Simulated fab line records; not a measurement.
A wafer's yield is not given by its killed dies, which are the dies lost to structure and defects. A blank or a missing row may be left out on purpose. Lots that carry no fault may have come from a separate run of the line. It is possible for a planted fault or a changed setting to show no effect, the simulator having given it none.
Comparing a struck lot with a sound one -- flow n5_finfet -- 34 out of 1938 route steps
Sound: wafers L683.1, L683.2, L683.3. Struck: wafer L687.1. (L687.2, L687.6 of the same lot were not struck and are left out.) The cause comes at the end.
At each step with rows: each side's tool, then ch and its chambers, then its first start. Under that, the readings that differ: sound wafers -- struck wafers -- difference of the means -- sigmas: that difference in standard deviations of wafers without a fault.
alike: readings with means less than 2 such deviations apart, plus words and numbers identical on both sides. not compared: withheld readings, readings lacking a value on some wafer, bounds such as >300 that could conceal the same value, and numbers that have no deviation in the record and whose values overlap.
A row with sigmas, a row that says differs or no value, or rows on one side alone: a step with any of these is where the two part. Non-overlapping numbers with no deviation appear without sigmas and do not part them. A reading missing from all wafers of one side parts the sides only when that side holds two or more wafers.

first, 9 steps without rows for these wafers: N5_BEOL_M11_PEB_26 (peb time 60 s); N5_BEOL_M11_DEVELOP_27 (develop time 30 s); N5_BEOL_M11_DESCUM_33 (chemistry O2, time 7.9 s); N5_BEOL_M11_ETCH_65 (etches SiARC in CF4, target depth 39 nm, time 65 s); N5_BEOL_M11_ETCH_66 (etches SOC in N2/H2, target depth 120 nm, overetch 24 nm, time 180 s); N5_BEOL_M11_STRIP_69 (strips in N2/H2); N5_BEOL_M11_VIA_ETCH_34 (etches SiCOH lowk in C4F6/O2, target depth 184.5 nm, time 69.2 s); N5_BEOL_M11_STRIP_73 (strips in C4F6/O2); N5_BEOL_M11_STRIP_36 (strips in N2/H2).
N5_BEOL_M11_TRENCH_ETCH_37: etches SiCOH lowk in C4F6/O2, target depth 148.83 nm, time 48 s.
  sound on rie_diel-06 ch 0,2,3, day 15 19:59; struck on rie_diel-06 ch 3, day 18 05:38
reading,sound,struck,difference,sigmas
rf_hours_counter_h (h),174 36 70,191,+98,
  alike: O2_flow_sccm, drypump_motor_current_A, oes_product_au, rf_vpp_V, showerhead_plenum_p_Torr, throttle_valve_pct
then, 23 steps without rows for these wafers: N5_BEOL_M11_ETCH_41 (etches SiCN in CH3F/O2, target depth 42.6 nm, time 86 s); N5_BEOL_M11_STRIP_77 (strips in N2/H2, time 10 s); N5_BEOL_M11_HM_STRIP_39 (strips TiN in peroxide tin strip, target depth 25 nm, time 158 s); N5_BEOL_M11_SRD_40 (time 30 s); N5_BEOL_M11_PRECLEAN_42 (cleans in residue remover, time 60 s); N5_BEOL_M11_SRD_43 (time 30 s); N5_BEOL_M11_CURE_72 (cures SiCOH lowk, time 120 s); N5_BEOL_M11_DEGAS_44 (time 60 s); N5_BEOL_M11_PRE_CLEAN_45 (time 30 s); N5_BEOL_M11_ALD_74 (deposits TaN, target thk 2 nm, pulse time 2 s, purge time 3 s); N5_BEOL_M11_SURFACE_TREAT_76; N5_BEOL_M11_CVD_75 (deposits Co from CCTBA/H2, target thk 2 nm, time 138.9 s); N5_BEOL_M11_SPUTTER_48 (material Cu, target thk 12 nm, time 2 s); N5_BEOL_M11_ECD_50 (material Cu, target thk 318 nm); N5_BEOL_M11_ANNEAL_51 (time 90 s); N5_BEOL_M11_CMP_52 (polishes, stops on SiCOH lowk, t overpolish 7 s, target thk 140 nm); N5_BEOL_M11_PRE_CLEAN_55 (time 15 s); N5_BEOL_M11_DEP_56 (deposits SiCN from 3MS/NH3, target thk 30 nm, time 10.5 s); N5_BEOL_M12_ILD_DEP_00 (deposits SiOC from DEMS/O2, target thk 658.92 nm, time 130.7 s); N5_BEOL_M12_COAT_58 (time 60 s, resist thk 89 nm); N5_BEOL_M12_COAT_04 (resist thk 400 nm); N5_BEOL_M12_EBR_06; N5_BEOL_M12_SOFTBAKE_05 (time 60 s).
N5_PASSIVATION_PROBE_49:
  sound: prober-02 at day 17 13:52; struck: prober-02 at day 20 00:46
reading,sound,struck,difference,sigmas
defect_limited_yield (%),90.4 90.8 89.4,82.4,-7.8,-5
killed_at_M4_up,13 14 11,131,+118,+24
killed_dies,113 109 125,208,+92,+5
sort_bin_4_leakage (%),0 0 0,0.08,+0.08,+5
sort_bin_5_function (%),5.1 5.5 5.6,10.6,+5.2,+5
sort_n_pass,1067 1071 1055,971,-93,-5
sort_yield_pct (%),90.4 90.8 89.4,82.3,-7.9,-5
  alike: killed_at_M0_to_M3, killed_at_contacts, killed_at_front_end, killed_at_other, killed_on_rim, killed_open, killed_short, sort_bin_6_memory

WHERE THEY PART
Only at N5_PASSIVATION_PROBE_49, within this record.

WHY: what had been put in by the simulator
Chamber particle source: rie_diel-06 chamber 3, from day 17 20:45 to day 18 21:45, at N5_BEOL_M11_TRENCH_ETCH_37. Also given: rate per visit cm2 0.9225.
